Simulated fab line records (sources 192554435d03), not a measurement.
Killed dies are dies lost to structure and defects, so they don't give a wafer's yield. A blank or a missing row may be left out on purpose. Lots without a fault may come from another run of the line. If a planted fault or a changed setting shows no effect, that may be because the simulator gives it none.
fab line records	flow n5-finfet
[record] lots = 7	wafers = 39
route steps=1938 shown ZERO_LAYER@11 FIN_SAQP@130 HKMG_FIN@448 BEOL_M0_SAQP@648 BEOL_M2@901 BEOL_M5@1112
start-h: the number of hours between the record's first day and the start of the first shown wafer of the lot	wait-h: how many hours have passed since the lot's step before this one	" identical to the entry in the row above	L1.1+2: one row covering several wafers at once	- no value present, or no start provided	* or withheld: withheld	< > ~ a bound
route shown NAME@n: NAME is a module with steps in the file, n the number in the route of the first one	usual: mean/standard deviation taken from wafers without a fault	same: alike in all rows	chamber/n: place in a boat	sites: per-site readings	_std_site: standard deviation of those values	_edge_site: mean of outer sites minus mean of inner sites	radius-mm: for every site, how far away it sits from the centre of the wafer	mask NAME#n: copy n	behind: the last tool/chamber to shape the wafer	hold: why the lot was held/for how many hours/how that ended	device: names the non-switching transistor (n, p or np)	end of line: the same wafers' tests at the end of the route	a step given without rows: its recipe and nothing more	killed: at the first sort, the dies lost to defects and structure; wafer yield is something else	map: the dies of a wafer, with x for killed, . for not killed, _ for no die there
set.NAME: the setting the step ran with; set.NAME@STEP: the setting that earlier step ran with	model.NAME: the simulator's own value behind a step, which no gauge read
lots where settings were altered on purpose, with a table for each step and a row for each wafer
[[steps]]
[step N5_ZERO_LAYER_DEVELOP_10]
[recipe] develop-time-s = 60	rinse-liquid = diw	dry = air-spin	dev-temp-c = 21
lot.wafer	tool	chamber	start-h	wait-h	set.develop-time-s
L076.1+2+4	litho-track-03	0	-	-	60
L077.1+2+4	litho-track-02	0	-	-	48.81
L077.3+5+6	"	0	"	"	60
L080.1+2+3+4+5+6	litho-track-02	0	-	-	60
L082.1+2+5	litho-track-03	0	-	-	33.46
L082.3+4+6	"	0	"	"	60
L084.1+2+6	litho-track-05	0	-	-	60
L084.3+4+5	"	0	"	"	28.25
L093.1+2+5	litho-track-03	0	-	-	60
L093.3+4+6	"	0	"	"	77.17
L095.1+4+5	litho-track-03	0	-	-	41.94
L095.2+3+6	"	0	"	"	60
[step N5_ZERO_LAYER_HARDBAKE_23]
[recipe] temp-c = 130	time-s = 120
[step N5_ZERO_LAYER_CD_MEAS_11]
[recipe] target-cd-nm = 2000	landing-energy-ev = 500	detector = se-inlens
[usual] cd-nm = 1999.8/1.9
lot.wafer	tool	chamber	start-h	wait-h	set.develop-time-s@ZERO_LAYER_DEVELOP_10	cd-nm
L076.1	cd-sem-02	0	24.64	-	60	1999.7
L076.2	"	0	"	"	60	1998.6
L076.4	"	0	"	"	60	1998.8
L077.1	cd-sem-02	0	30.78	-	48.81	1996.0
L077.2	"	0	"	"	48.81	1997.8
L077.3	"	0	"	"	60	1999.9
L077.4	"	0	"	"	48.81	1996.1
L077.5	"	0	"	"	60	2001.6
L077.6	"	0	"	"	60	2001.4
L080.1	cd-sem-02	0	48.66	-	60	2003.3
L080.2	"	0	"	"	60	2000.7
L080.3	"	0	"	"	60	1999.0
L080.4	"	0	"	"	60	2001.6
L080.5	"	0	"	"	60	2001.5
L080.6	"	0	"	"	60	2004.1
L082.1	cd-sem-02	0	60.64	-	33.46	1989.4
L082.2	"	0	"	"	33.46	1986.7
L082.3	"	0	"	"	60	1999.2
L082.4	"	0	"	"	60	1998.2
L082.5	"	0	"	"	33.46	1988.5
L082.6	"	0	"	"	60	1999.9
L084.1	cd-sem-02	0	72.67	-	60	2001.0
L084.2	"	0	"	"	60	2001.6
L084.3	"	0	"	"	28.25	1983.3
L084.4	"	0	"	"	28.25	1987.0
L084.5	"	0	"	"	28.25	1982.1
L084.6	"	0	"	"	60	1999.8
L093.1	cd-sem-01	0	126.77	-	60	2001.6
L093.2	"	0	"	"	60	1998.5
L093.3	"	0	"	"	77.17	2004.1
L093.4	"	0	"	"	77.17	2003.5
L093.5	"	0	"	"	60	1999.7
L093.6	"	0	"	"	77.17	2004.0
L095.1	cd-sem-02	0	138.77	-	41.94	1992.5
L095.2	"	0	"	"	60	1999.3
L095.3	"	0	"	"	60	1998.7
L095.4	"	0	"	"	41.94	1990.3
L095.5	"	0	"	"	41.94	1991.5
L095.6	"	0	"	"	60	2000.0
[step N5_ZERO_LAYER_DESCUM_16]
[recipe] chemistry = O2	time-s = 7.9	source-power-w = 50	bias-power-w = 20	pressure-mtorr = 20	rf-frequency-hz = 2.712e+07	temp-c = 40	o2-flow-sccm = 225
lot.wafer	tool	chamber	start-h	wait-h	set.develop-time-s@ZERO_LAYER_DEVELOP_10	model.ZERO_LAYER.cd-nm
L076.1	rie-diel-04	3	24.68	0.0	60	2000
L076.2+4	"	0,1	"	"	60	1999
L077.1+4	rie-diel-04	1,3	30.82	0.0	48.81	1996
L077.2	"	0	"	"	48.81	1998
L077.3	"	2	"	"	60	2000
L077.5	"	3	"	"	60	2002
L077.6	"	0	"	"	60	-
L080.1+6	rie-diel-02	2,0	49.10	0.4	60	2004
L080.2	"	3	"	"	60	2001
L080.3	"	0	"	"	60	1999
L080.4	"	1	"	"	60	2002
L080.5	"	1	"	"	60	-
L082.1	rie-diel-03	2	60.69	0.0	33.46	1989
L082.2	"	3	"	"	33.46	1987
L082.3	"	1	"	"	60	1999
L082.4	"	0	"	"	60	1998
L082.5	"	3	"	"	33.46	1988
L082.6	"	2	"	"	60	2000
L084.1	rie-diel-03	2	72.72	0.1	60	2001
L084.2	"	0	"	"	60	2002
L084.3	"	1	"	"	28.25	1983
L084.4	"	3	"	"	28.25	1987
L084.5	"	0	"	"	28.25	1982
L084.6	"	3	"	"	60	2000
L093.1	rie-diel-02	1	126.80	0.0	60	2001
L093.2	"	2	"	"	60	1999
L093.3+4+6	"	0,3,1	"	"	77.17	2004
L093.5	"	0	"	"	60	2000
L095.1	rie-diel-03	1	138.80	0.0	41.94	1992
L095.2+3	"	3,0	"	"	60	1999
L095.4	"	2	"	"	41.94	1990
L095.5	"	3	"	"	41.94	1991
L095.6	"	0	"	"	60	2000
[step N5_FIN_SAQP_ETCH_65]
[recipe] chemistry = CF4	target = SiO2	target-depth-a = 40	ion-energy-ev = 350	time-s = 4.4	pressure-mtorr = 10	icp-w = 800	bias-w = 400	cf4-flow-sccm = 80
lot.wafer	tool	chamber	start-h	wait-h	set.time-s	model.etch.depth-nm
L076.1	rie-si-05	1	36.73	0.1	4.4	3.928
L076.2	"	2	"	"	4.4	3.922
L076.4	"	0	"	"	4.4	3.975
L077.1	rie-si-05	2	42.67	0.1	3.661	3.23
L077.2	"	3	"	"	3.661	3.343
L077.3	"	1	"	"	4.4	3.931
L077.4	"	0	"	"	4.4	3.966
L077.5	"	2	"	"	3.661	3.254
L077.6	"	3	"	"	4.4	4.005
L080.1	rie-si-03	1	60.20	0.1	3.334	3.096
L080.2	"	2	"	"	3.334	3.025
L080.3	"	3	"	"	4.4	3.97
L080.4	"	0	"	"	3.334	2.967
L080.5	"	2	"	"	4.4	3.963
L080.6	"	3	"	"	4.4	3.918
L082.1	rie-si-06	0	73.38	0.1	4.4	3.957
L082.2	"	3	"	"	6.352	5.659
L082.3	"	2	"	"	6.352	5.812
L082.4	"	1	"	"	4.4	3.956
L082.5	"	3	"	"	4.4	3.924
L082.6	"	2	"	"	6.352	5.736
L084.1	rie-si-05	0	84.32	0.1	4.4	3.891
L084.2	"	3	"	"	4.4	3.995
L084.3	"	1	"	"	2.222	1.986
L084.4	"	2	"	"	4.4	3.84
L084.5	"	1	"	"	2.222	1.978
L084.6	"	0	"	"	2.222	1.968
L093.1	rie-si-03	2	141.85	0.1	2.828	2.563
L093.2	"	1	"	"	2.828	2.616
L093.3	"	0	"	"	4.4	3.877
L093.4	"	2	"	"	2.828	2.574
L093.5	"	1	"	"	4.4	4.059
L093.6	"	0	"	"	4.4	3.906
L095.1	rie-si-03	0	152.93	0.1	2.154	1.927
L095.2	"	3	"	"	2.154	1.952
L095.3	"	2	"	"	4.4	4.027
L095.4	"	1	"	"	4.4	4.087
L095.5	"	0	"	"	2.154	1.933
L095.6	"	1	"	"	4.4	4.057
[step N5_HKMG_FIN_NWFM_ALD_20]
[recipe] material = TiAlC	target-thk-a = 20	temp-c = 300	ald-precursor-family = TiCl4	ald-co-reactant = TEA	pulse-time-s = 3	purge-time-s = 2	co-reactant-purge-time-s = 2	co-reactant-pulse-time-s = 10	ald-cycles = 7	pressure-torr = 3
lot.wafer	tool	chamber	start-h	wait-h	set.ald-cycles	model.TiAlC_of_HKMG_FIN_NWFM_ALD_20.thk-nm
L076.1+2+4	ald-metal-03	0,2,1	88.71	0.3	7	2
L077.1+4+6	ald-metal-04	1,0,0	96.00	0.3	7	2
L077.2+3+5	"	3,2,1	"	"	10	2.8
L080.1+2+3	ald-metal-03	2,1,3	112.77	0.3	7	2
L080.4+5+6	"	0,0,1	"	"	4	1.2
L082.1+3+4	ald-metal-01	1,3,0	128.00	0.3	4	1.2
L082.2+5+6	"	2,1,2	"	"	7	2
L084.1+2+5	ald-metal-01	2,3,2	143.84	0.3	7	2
L084.3+4+6	"	0,1,1	"	"	11	3.2
L093.1+3+4	ald-metal-04	3,1,2	194.02	0.3	7	2
L093.2+5+6	"	0,1,0	"	"	3	0.8
L095.1+2+3+4+5+6	ald-metal-04	2,1,0,3,0,1	208.99	0.3	7	2
[step N5_BEOL_M0_SAQP_DEVELOP_13]
[recipe] develop-time-s = 30	developer = TMAH	resist = CAR-ArF	dev-temp-c = 23	rinse-liquid = diw	dry = air-spin
lot.wafer	tool	chamber	start-h	wait-h	set.develop-time-s
L076.1+2+4	litho-track-02	0	-	-	30
L077.1+2+4	litho-track-01	0	-	-	30
L077.3+5+6	"	0	"	"	16.71
L080.1+2+3+4+5+6	litho-track-01	0	-	-	30
L082.1+3+6	litho-track-01	0	-	-	30
L082.2+4+5	"	0	"	"	41.91
L084.1+3+6	litho-track-01	0	-	-	38.18
L084.2+4+5	"	0	"	"	30
L093.1+4+5	litho-track-05	0	-	-	16.89
L093.2+3+6	"	0	"	"	30
L095.1+2+3+4+5+6	litho-track-02	0	-	-	30
[step N5_BEOL_M0_SAQP_CD_MEAS_14]
[recipe] target-cd-nm = 42.5	landing-energy-ev = 500	detector = se-inlens
[usual] cd-nm = 42.4/0.38
lot.wafer	tool	chamber	start-h	wait-h	set.develop-time-s@BEOL_M0_SAQP_DEVELOP_13	cd-nm
L076.1	cd-sem-02	0	130.70	-	30	42.5
L076.2	"	0	"	"	30	41.7
L076.4	"	0	"	"	30	42.2
L077.1	cd-sem-01	0	130.74	-	30	42.0
L077.2	"	0	"	"	30	42.3
L077.3	"	0	"	"	16.71	-
L077.4	"	0	"	"	30	-
L077.5	"	0	"	"	16.71	-
L077.6	"	0	"	"	16.71	43.7
L080.1	cd-sem-02	0	145.39	-	30	41.9
L080.2	"	0	"	"	30	42.4
L080.3	"	0	"	"	30	42.3
L080.4	"	0	"	"	30	42.4
L080.5	"	0	"	"	30	41.7
L080.6	"	0	"	"	30	42.8
L082.1	cd-sem-02	0	158.30	-	30	-
L082.2	"	0	"	"	41.91	41.7
L082.3	"	0	"	"	30	42.5
L082.4	"	0	"	"	41.91	-
L082.5	"	0	"	"	41.91	41.4
L082.6	"	0	"	"	30	-
L084.1	cd-sem-03	0	176.09	-	38.18	42.4
L084.2	"	0	"	"	30	42.9
L084.3	"	0	"	"	38.18	42.0
L084.4	"	0	"	"	30	43.0
L084.5	"	0	"	"	30	43.1
L084.6	"	0	"	"	38.18	42.0
L093.1	cd-sem-02	0	223.55	-	16.89	44.5
L093.2	"	0	"	"	30	42.1
L093.3	"	0	"	"	30	43.0
L093.4	"	0	"	"	16.89	44.4
L093.5	"	0	"	"	16.89	43.9
L093.6	"	0	"	"	30	43.1
L095.1	cd-sem-02	0	238.50	-	30	42.2
L095.2	"	0	"	"	30	41.8
L095.3	"	0	"	"	30	42.0
L095.4	"	0	"	"	30	42.2
L095.5	"	0	"	"	30	41.9
L095.6	"	0	"	"	30	42.2
[step N5_BEOL_M2_ALD_84]
[recipe] material = TaN	target-thk-a = *	temp-c = 275	ald-precursor-family = PDMAT	ald-co-reactant = NH3	pressure-torr = 3	carrier-flow-sccm = 1500	pulse-time-s = 2	purge-time-s = 3	co-reactant-purge-time-s = 2	co-reactant-pulse-time-s = 3	ald-cycles = 30	precursor-vessel-temp-c = 75	precursor-vessel-pressure-torr = 26.25	precursor-vessel-carrier-sccm = 1000
lot.wafer	tool	chamber	start-h	wait-h	set.ald-cycles	model.TaN_of_BEOL_M2_ALD_84.thk-nm
L076.1+2	ald-metal-04	1,3	168.50	0.0	30	*
L076.4	"	0	"	"	30	*
L077.1+5+6	ald-metal-03	1,2,3	173.04	0.1	44	*
L077.2+3+4	"	2,3,0	"	"	30	*
L080.1+2+5	ald-metal-01	2,0,2	178.62	0.0	13	*
L080.3+4+6	"	3,1,1	"	"	30	*
L082.1+2+6	ald-metal-04	0,1,2	184.04	0.0	30	*
L082.3+4+5	"	2,3,1	"	"	30	*
L084.1+2+6	ald-metal-03	1,0,1	227.18	0.1	36	*
L084.3+4	"	2,3	"	"	30	*
L084.5	"	0	"	"	30	*
L093.1+2+6	ald-metal-03	2,1,1	250.42	0.0	47	*
L093.3+4	"	0,3	"	"	30	*
L093.5	"	0	"	"	30	*
L095.1+6	ald-metal-03	0	282.46	0.1	42	*
L095.2+3	"	1,3	"	"	30	*
L095.4	"	2	"	"	30	*
L095.5	"	3	"	"	42	*
[step N5_BEOL_M5_ILD_DEP_00]
[recipe] material = SiCOH_lowk	target-thk-a = 1406.4	temp-c = 300	precursor = DEMS/porogen	pressure-torr = 5	rf-w = 500	time-s = 25.9
lot.wafer	tool	chamber	start-h	wait-h	set.time-s	model.SiCOH_lowk_of_BEOL_M5_ILD_DEP_00.thk-nm
L076.1	pecvd-02	0	196.60	0.8	25.9	139
L076.2	"	1	"	"	25.9	139.8
L076.4	"	1	"	"	25.9	141.2
L077.1	pecvd-02	2	200.58	0.8	38.53	204
L077.2	"	1	"	"	25.9	137.4
L077.3	"	0	"	"	38.53	203.6
L077.4	"	2	"	"	25.9	139.8
L077.5	"	1	"	"	38.53	207.4
L077.6	"	0	"	"	25.9	140.4
L080.1	pecvd-02	1	208.08	0.8	25.9	138
L080.2	"	2	"	"	25.9	137.4
L080.3	"	0	"	"	17.75	97
L080.4	"	2	"	"	17.75	96.2
L080.5	"	0	"	"	17.75	98
L080.6	"	1	"	"	25.9	142.8
L082.1	pecvd-04	2	210.99	0.8	25.9	139.8
L082.2	"	0	"	"	25.9	140.6
L082.3	"	1	"	"	25.9	141.6
L082.4	"	0	"	"	36.96	202.2
L082.5	"	2	"	"	36.96	201.2
L082.6	"	1	"	"	36.96	202.4
L084.1	pecvd-01	1	252.09	0.8	31.26	169
L084.2	"	2	"	"	25.9	141.4
L084.3	"	0	"	"	25.9	140
L084.4	"	2	"	"	25.9	145.4
L084.5	"	1	"	"	31.26	171.8
L084.6	"	0	"	"	31.26	170.2
L093.1	pecvd-01	0	284.53	0.8	25.9	136.8
L093.2	"	2	"	"	35.57	190.8
L093.3	"	1	"	"	25.9	138.6
L093.4	"	0	"	"	35.57	191.4
L093.5	"	2	"	"	35.57	193.2
L093.6	"	1	"	"	25.9	140.2
L095.1	pecvd-04	2	314.58	0.8	34.88	185.8
L095.2	"	1	"	"	34.88	187.4
L095.3	"	0	"	"	34.88	187.8
L095.4	"	1	"	"	25.9	143
L095.5	"	2	"	"	25.9	140.2
L095.6	"	0	"	"	25.9	143.6
[step N5_BEOL_M5_CURE_79]
[recipe] temp-c = 385	time-s = 240	ambient = He/Ar	material = SiCOH_lowk
lot.wafer	tool	chamber	start-h	wait-h	set.time-s@BEOL_M5_ILD_DEP_00	model.SiCOH_lowk_of_BEOL_M5_ILD_DEP_00.thk-nm
L076.1	uv-cure-01	1	196.66	0.0	25.9	119.6
L076.2	"	1	"	"	25.9	120.2
L076.4	"	1	"	"	25.9	121.4
L077.1	uv-cure-01	2	200.64	0.0	38.53	176
L077.2	"	2	"	"	25.9	118.2
L077.3	"	2	"	"	38.53	175.8
L077.4	"	2	"	"	25.9	120.4
L077.5	"	2	"	"	38.53	179.2
L077.6	"	2	"	"	25.9	120.8
L080.1	uv-cure-02	2	208.14	0.0	25.9	118.8
L080.2	"	2	"	"	25.9	118.2
L080.3	"	2	"	"	17.75	83.2
L080.4	"	2	"	"	17.75	82.4
L080.5	"	2	"	"	17.75	84.2
L080.6	"	2	"	"	25.9	123
L082.1	uv-cure-01	0	211.06	0.0	25.9	120.2
L082.2	"	0	"	"	25.9	120.8
L082.3	"	0	"	"	25.9	122
L082.4	"	0	"	"	36.96	174.6
L082.5	"	0	"	"	36.96	173.8
L082.6	"	0	"	"	36.96	174.8
L084.1	uv-cure-03	1	252.51	0.4	31.26	145.6
L084.2	"	1	"	"	25.9	121.8
L084.3	"	1	"	"	25.9	120.4
L084.4	"	1	"	"	25.9	125.2
L084.5	"	1	"	"	31.26	148
L084.6	"	1	"	"	31.26	146.6
L093.1	uv-cure-02	1	284.59	0.0	25.9	117.8
L093.2	"	1	"	"	35.57	164.6
L093.3	"	1	"	"	25.9	119.2
L093.4	"	1	"	"	35.57	165.2
L093.5	"	1	"	"	35.57	166.8
L093.6	"	1	"	"	25.9	120.6
L095.1	uv-cure-02	2	314.64	0.0	34.88	160.2
L095.2	"	2	"	"	34.88	161.8
L095.3	"	2	"	"	34.88	162
L095.4	"	2	"	"	25.9	123.2
L095.5	"	2	"	"	25.9	120.6
L095.6	"	2	"	"	25.9	123.6
[step N5_BEOL_M5_THK_MEAS_01]
[recipe] reads = SiCOH_lowk_of_BEOL_M5_ILD_DEP_00
[usual] M5_ILD_THK = 121.2/1.7
lot.wafer	tool	chamber	start-h	wait-h	set.time-s@BEOL_M5_ILD_DEP_00	M5_ILD_THK[nm]
L076.1	film-metro-01	-	197.17	0.4	25.9	119.6
L076.2	"	-	"	"	25.9	120.4
L076.4	"	-	"	"	25.9	121.5
L077.1	film-metro-01	-	201.16	0.4	38.53	176.3
L077.2	"	-	"	"	25.9	118.2
L077.3	"	-	"	"	38.53	176.0
L077.4	"	-	"	"	25.9	120.3
L077.5	"	-	"	"	38.53	178.9
L077.6	"	-	"	"	25.9	121.0
L080.1	film-metro-01	-	208.65	0.4	25.9	118.7
L080.2	"	-	"	"	25.9	118.3
L080.3	"	-	"	"	17.75	83.2
L080.4	"	-	"	"	17.75	82.5
L080.5	"	-	"	"	17.75	84.2
L080.6	"	-	"	"	25.9	123.1
L082.1	film-metro-02	-	211.57	0.4	25.9	120.3
L082.2	"	-	"	"	25.9	121.0
L082.3	"	-	"	"	25.9	122.0
L082.4	"	-	"	"	36.96	174.6
L082.5	"	-	"	"	36.96	173.6
L082.6	"	-	"	"	36.96	174.8
L084.1	film-metro-02	-	253.02	0.4	31.26	145.6
L084.2	"	-	"	"	25.9	121.7
L084.3	"	-	"	"	25.9	120.3
L084.4	"	-	"	"	25.9	125.1
L084.5	"	-	"	"	31.26	148.0
L084.6	"	-	"	"	31.26	146.7
L093.1	film-metro-02	-	285.11	0.4	25.9	117.7
L093.2	"	-	"	"	35.57	164.7
L093.3	"	-	"	"	25.9	119.1
L093.4	"	-	"	"	35.57	165.1
L093.5	"	-	"	"	35.57	166.8
L093.6	"	-	"	"	25.9	120.6
L095.1	film-metro-02	-	315.15	0.4	34.88	160.1
L095.2	"	-	"	"	34.88	161.7
L095.3	"	-	"	"	34.88	162.2
L095.4	"	-	"	"	25.9	123.2
L095.5	"	-	"	"	25.9	120.5
L095.6	"	-	"	"	25.9	123.5
[[key]]
[split] step = N5_ZERO_LAYER_DEVELOP_10	setting = develop-time-s	stated = 60	by = wafer
[response] step = N5_ZERO_LAYER_CD_MEAS_11	reading = cd-nm	change = +0.263	per = 1%	r = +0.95
[response] step = N5_ZERO_LAYER_DESCUM_16	reading = model.ZERO_LAYER.cd-nm	change = +0.264	per = 1%	r = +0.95
[split] step = N5_FIN_SAQP_ETCH_65	setting = time-s	stated = 4.4	by = wafer
[response] step = N5_FIN_SAQP_ETCH_65	reading = model.etch.depth-nm	change = +0.0399	per = 1%	r = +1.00
[split] step = N5_HKMG_FIN_NWFM_ALD_20	setting = ald-cycles	stated = 7	by = wafer
[response] step = N5_HKMG_FIN_NWFM_ALD_20	reading = model.TiAlC_of_HKMG_FIN_NWFM_ALD_20.thk-nm	change = +0.0199	per = 1%	r = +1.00
[split] step = N5_BEOL_M0_SAQP_DEVELOP_13	setting = develop-time-s	stated = 30	by = wafer
[response] step = N5_BEOL_M0_SAQP_CD_MEAS_14	reading = cd-nm	change = -0.0321	per = 1%	r = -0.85
[split] step = N5_BEOL_M2_ALD_84	setting = ald-cycles	stated = 30	by = wafer
[response] step = N5_BEOL_M2_ALD_84	reading = model.TaN_of_BEOL_M2_ALD_84.thk-nm	change = *	per = 1%	r = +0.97
[split] step = N5_BEOL_M5_ILD_DEP_00	setting = time-s	stated = 25.9	by = wafer
[response] step = N5_BEOL_M5_ILD_DEP_00	reading = model.SiCOH_lowk_of_BEOL_M5_ILD_DEP_00.thk-nm	change = +1.37	per = 1%	r = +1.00
[response] step = N5_BEOL_M5_CURE_79	reading = model.SiCOH_lowk_of_BEOL_M5_ILD_DEP_00.thk-nm	change = +1.19	per = 1%	r = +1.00
[response] step = N5_BEOL_M5_THK_MEAS_01	reading = M5_ILD_THK	change = +1.19	per = 1%	r = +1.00
